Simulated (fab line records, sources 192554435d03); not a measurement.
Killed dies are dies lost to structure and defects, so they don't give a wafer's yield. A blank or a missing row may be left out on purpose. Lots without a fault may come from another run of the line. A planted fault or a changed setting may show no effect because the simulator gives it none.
Which tool did it? | flow n5_finfet | 24 lots, 72 wafers sampled, at 4 steps of a route of 1938

WHAT THE GAUGES READ, wafer by wafer
N5_BEOL_M6_RS_MEAS_57: measures by four-point-probe. Usual: M6_RS 0.284 ohm/sq, standard deviation 0.0094.
lot  | measured     | on            | M6_RS (ohm/sq)    | flag
L074 | day 9 08:11  | film_metro-02 | 0.278 0.272 0.298 |
L075 | day 9 12:44  | film_metro-02 | 0.293 0.294 0.286 |
L077 | day 11 12:28 | film_metro-01 | 0.279 0.274 0.282 |
L078 | day 11 14:15 | film_metro-02 | 0.282 0.270 0.284 |
L076 | day 11 22:31 | film_metro-02 | 0.269 0.271 0.278 |
L083 | day 11 22:21 | film_metro-02 | 0.292 0.278 0.268 |
L081 | day 12 05:22 | film_metro-01 | 0.290 0.300 0.297 |
L080 | day 12 08:22 | film_metro-01 | 0.294 0.282 0.301 |
L079 | day 12 15:17 | film_metro-01 | 0.298 0.279 0.290 |
L082 | day 12 17:37 | film_metro-01 | 0.281 0.282 0.285 |
L084 | day 13 08:35 | film_metro-01 | 0.276 0.282 0.279 |
L085 | day 13 13:41 | film_metro-01 | 0.274 0.282 0.279 |
L086 | day 13 13:24 | film_metro-02 | 0.272 0.293 0.303 |
L087 | day 13 16:16 | film_metro-01 | 0.292 0.285 0.286 |
L088 | day 13 16:34 | film_metro-01 | 0.277 0.277 0.286 |
L091 | day 14 07:40 | film_metro-01 | 0.289 0.277 0.296 |
L089 | day 14 17:55 | film_metro-01 | 0.280 0.277 0.288 |
L093 | day 15 05:02 | film_metro-01 | 0.267 0.292 0.289 |
L090 | day 15 06:12 | film_metro-01 | 0.264 0.294 0.283 |
L092 | day 15 13:26 | film_metro-01 | 0.280 0.295 0.286 |
L094 | day 15 13:10 | film_metro-02 | 0.281 0.271 0.281 |
L095 | day 15 19:52 | film_metro-02 | 0.283 0.284 0.282 |
L096 | day 16 10:38 | film_metro-02 | 0.272 0.298 0.270 |
L097 | day 16 12:53 | film_metro-02 | 0.273 0.288 0.272 |

WHICH TOOL RAN EACH LOT (tool, then ch and the chambers of the sampled wafers, then the start)
lot  | N5_BEOL_M5_SPUTTER_90        | N5_BEOL_M6_DEGAS_44          | N5_BEOL_M6_DEP_56
L074 | pvd_sputter-03, day 9 00:28  | pvd_sputter-02, day 9 06:30  | pecvd-03 ch 0,1,2, day 9 08:07
L075 | pvd_sputter-02, day 9 05:46  | pvd_sputter-03, day 9 10:54  | pecvd-03 ch 0,1, day 9 12:40
L077 | pvd_sputter-03, day 11 00:59 | pvd_sputter-01, day 11 08:13 | pecvd-01 ch 0,1,2, day 11 12:24
L078 | pvd_sputter-03, day 11 05:25 | pvd_sputter-03, day 11 12:35 | pecvd-01 ch 1,2, day 11 14:11
L076 | pvd_sputter-02, day 11 11:27 | pvd_sputter-03, day 11 19:41 | pecvd-01 ch 0,1,2, day 11 22:27
L083 | pvd_sputter-01, day 11 13:10 | pvd_sputter-03, day 11 19:36 | pecvd-04 ch 0,1, day 11 22:16
L081 | pvd_sputter-02, day 11 21:07 | pvd_sputter-02, day 12 03:31 | pecvd-04 ch 0,1, day 12 05:17
L080 | pvd_sputter-01, day 11 22:30 | pvd_sputter-02, day 12 04:55 | pecvd-04 ch 0,1, day 12 08:17
L079 | pvd_sputter-01, day 12 03:58 | pvd_sputter-02, day 12 12:26 | pecvd-03 ch 0,1,2, day 12 15:13
L082 | pvd_sputter-01, day 12 08:59 | pvd_sputter-01, day 12 16:01 | pecvd-04 ch 1,2, day 12 17:32
L084 | pvd_sputter-02, day 12 21:04 | pvd_sputter-01, day 13 06:50 | pecvd-04 ch 0,1, day 13 08:31
L085 | pvd_sputter-01, day 13 00:37 | pvd_sputter-01, day 13 11:40 | pecvd-03 ch 1,2, day 13 13:37
L086 | pvd_sputter-02, day 13 02:52 | pvd_sputter-03, day 13 11:36 | pecvd-04 ch 0,1,2, day 13 13:20
L087 | pvd_sputter-01, day 13 06:26 | pvd_sputter-03, day 13 12:42 | pecvd-01 ch 0,1,2, day 13 16:13
L088 | pvd_sputter-02, day 13 07:17 | pvd_sputter-02, day 13 13:03 | pecvd-03 ch 0,2, day 13 16:29
L091 | pvd_sputter-02, day 13 21:28 | pvd_sputter-03, day 14 05:07 | pecvd-03 ch 0,2, day 14 07:35
L089 | pvd_sputter-01, day 14 05:49 | pvd_sputter-02, day 14 14:11 | pecvd-04 ch 0,2, day 14 17:50
L093 | pvd_sputter-03, day 14 18:19 | pvd_sputter-01, day 15 03:22 | pecvd-01 ch 1,2, day 15 04:58
L090 | pvd_sputter-03, day 14 23:16 | pvd_sputter-03, day 15 04:11 | pecvd-01 ch 0,2, day 15 06:08
L092 | pvd_sputter-01, day 14 23:31 | pvd_sputter-02, day 15 11:19 | pecvd-04 ch 1,2, day 15 13:22
L094 | pvd_sputter-02, day 15 01:12 | pvd_sputter-02, day 15 11:14 | pecvd-04 ch 1,2, day 15 13:05
L095 | pvd_sputter-01, day 15 09:11 | pvd_sputter-02, day 15 16:49 | pecvd-03 ch 0,2, day 15 19:47
L096 | pvd_sputter-02, day 16 00:26 | pvd_sputter-03, day 16 08:52 | pecvd-03 ch 0,1, day 16 10:34
L097 | pvd_sputter-03, day 16 02:32 | pvd_sputter-02, day 16 10:46 | pecvd-01 ch 0,1,2, day 16 12:49
- N5_BEOL_M5_SPUTTER_90: material Cu, target thk 4.5 nm, time 8.29 s.
- N5_BEOL_M6_DEGAS_44: time 60 s.
- N5_BEOL_M6_DEP_56: deposits SiCN from 3MS/NH3, target thk 10 nm, time 17.5 s.

WHAT THE TOOLS THEMSELVES READ (means of the sampled wafers that have a number; where no wafer has one, the mark that the record gives instead)
N5_BEOL_M5_SPUTTER_90. Usual: chuck_sensor_temp_C -16.1 C, standard deviation 0.64; throttle_valve_pct 30.2 %, standard deviation 1.4.
lot  | tool           | chuck_sensor_temp_C (C) | throttle_valve_pct (%) | flag
L074 | pvd_sputter-03 | -15.9                   | 28.5                   |
L075 | pvd_sputter-02 | -16.1                   | 31.1                   |
L077 | pvd_sputter-03 | -15.8                   | 29.0                   |
L078 | pvd_sputter-03 | -15.7                   | 29.0                   |
L076 | pvd_sputter-02 | -16.3                   | 30.5                   |
L083 | pvd_sputter-01 | -16.8                   | 32.1                   |
L081 | pvd_sputter-02 | -16.2                   | 30.3                   |
L080 | pvd_sputter-01 | -16.2                   | 30.8                   |
L079 | pvd_sputter-01 | -16.5                   | 31.4                   |
L082 | pvd_sputter-01 | -16.0                   | 30.9                   |
L084 | pvd_sputter-02 | -16.2                   | 29.9                   |
L085 | pvd_sputter-01 | -15.9                   | 29.3                   |
L086 | pvd_sputter-02 | -15.7                   | 30.5                   |
L087 | pvd_sputter-01 | -16.9                   | 32.2                   |
L088 | pvd_sputter-02 | -16.1                   | 30.9                   |
L091 | pvd_sputter-02 | -16.3                   | 31.0                   |
L089 | pvd_sputter-01 | -15.8                   | 30.2                   |
L093 | pvd_sputter-03 | -15.7                   | 28.9                   |
L090 | pvd_sputter-03 | -16.0                   | 28.7                   |
L092 | pvd_sputter-01 | -16.2                   | 30.6                   |
L094 | pvd_sputter-02 | -16.2                   | 30.1                   |
L095 | pvd_sputter-01 | -16.4                   | 31.5                   |
L096 | pvd_sputter-02 | -16.2                   | 30.0                   |
L097 | pvd_sputter-03 | -15.8                   | 28.3                   |

N5_BEOL_M6_DEGAS_44. Usual: heater_power_w 340 W, standard deviation 32.
lot  | tool           | heater_power_w (W) | flag
L074 | pvd_sputter-02 | 331                |
L075 | pvd_sputter-03 | 331                |
L077 | pvd_sputter-01 | 347                |
L078 | pvd_sputter-03 | 336                |
L076 | pvd_sputter-03 | 337                |
L083 | pvd_sputter-03 | 338                |
L081 | pvd_sputter-02 | 337                |
L080 | pvd_sputter-02 | 334                |
L079 | pvd_sputter-02 | 308                |
L082 | pvd_sputter-01 | 369                |
L084 | pvd_sputter-01 | 344                |
L085 | pvd_sputter-01 | 356                |
L086 | pvd_sputter-03 | 325                |
L087 | pvd_sputter-03 | 358                |
L088 | pvd_sputter-02 | 332                |
L091 | pvd_sputter-03 | 348                |
L089 | pvd_sputter-02 | 311                |
L093 | pvd_sputter-01 | 379                |
L090 | pvd_sputter-03 | 333                |
L092 | pvd_sputter-02 | 353                |
L094 | pvd_sputter-02 | 312                |
L095 | pvd_sputter-02 | 323                |
L096 | pvd_sputter-03 | 333                |
L097 | pvd_sputter-02 | 338                |

N5_BEOL_M6_DEP_56. Usual: showerhead_plenum_p_Torr 3.668 Torr, standard deviation 0.014; throttle_valve_pct 9.2 %, standard deviation 0.5.
lot  | tool     | showerhead_plenum_p_Torr (Torr) | throttle_valve_pct (%) | flag
L074 | pecvd-03 | 3.674                           | 9.1                    |
L075 | pecvd-03 | 3.676                           | 9.2                    |
L077 | pecvd-01 | 3.667                           | 9.6                    |
L078 | pecvd-01 | 3.662                           | 9.5                    |
L076 | pecvd-01 | 3.669                           | 9.4                    |
L083 | pecvd-04 | 3.671                           | 9.5                    |
L081 | pecvd-04 | 3.654                           | 9.3                    |
L080 | pecvd-04 | 3.653                           | 9.2                    |
L079 | pecvd-03 | 3.676                           | 9.0                    |
L082 | pecvd-04 | 3.668                           | 9.3                    |
L084 | pecvd-04 | 3.665                           | 9.5                    |
L085 | pecvd-03 | 3.673                           | 9.0                    |
L086 | pecvd-04 | 3.658                           | 9.1                    |
L087 | pecvd-01 | 3.670                           | 9.4                    |
L088 | pecvd-03 | 3.675                           | 9.1                    |
L091 | pecvd-03 | 3.688                           | 9.0                    |
L089 | pecvd-04 | 3.652                           | 8.8                    |
L093 | pecvd-01 | 3.666                           | 9.2                    |
L090 | pecvd-01 | 3.676                           | 9.5                    |
L092 | pecvd-04 | 3.670                           | 9.4                    |
L094 | pecvd-04 | 3.672                           | 9.4                    |
L095 | pecvd-03 | 3.676                           | 9.1                    |
L096 | pecvd-03 | 3.679                           | 9.1                    |
L097 | pecvd-01 | 3.669                           | 9.5                    |

THE ANSWER, worked out from the rows above alone
Rule: a lot is off if the mean of its wafers that have a number lies more than 3 standard deviations from the usual mean. A lot without any number at a reading at which 4 lots or more have one is off too. The other lots that the step has rows for count as sound. The gauges are gone through in route order, then the tools' own readings, and for those a lot's mean is taken as printed above. The first step at which some lot is off is used, and at that step the reading that is off furthest; a lot without a number counts as furthest.
No lot is off at any reading shown: from this, nothing can be told.

WHAT THE SIMULATOR HAD PUT IN
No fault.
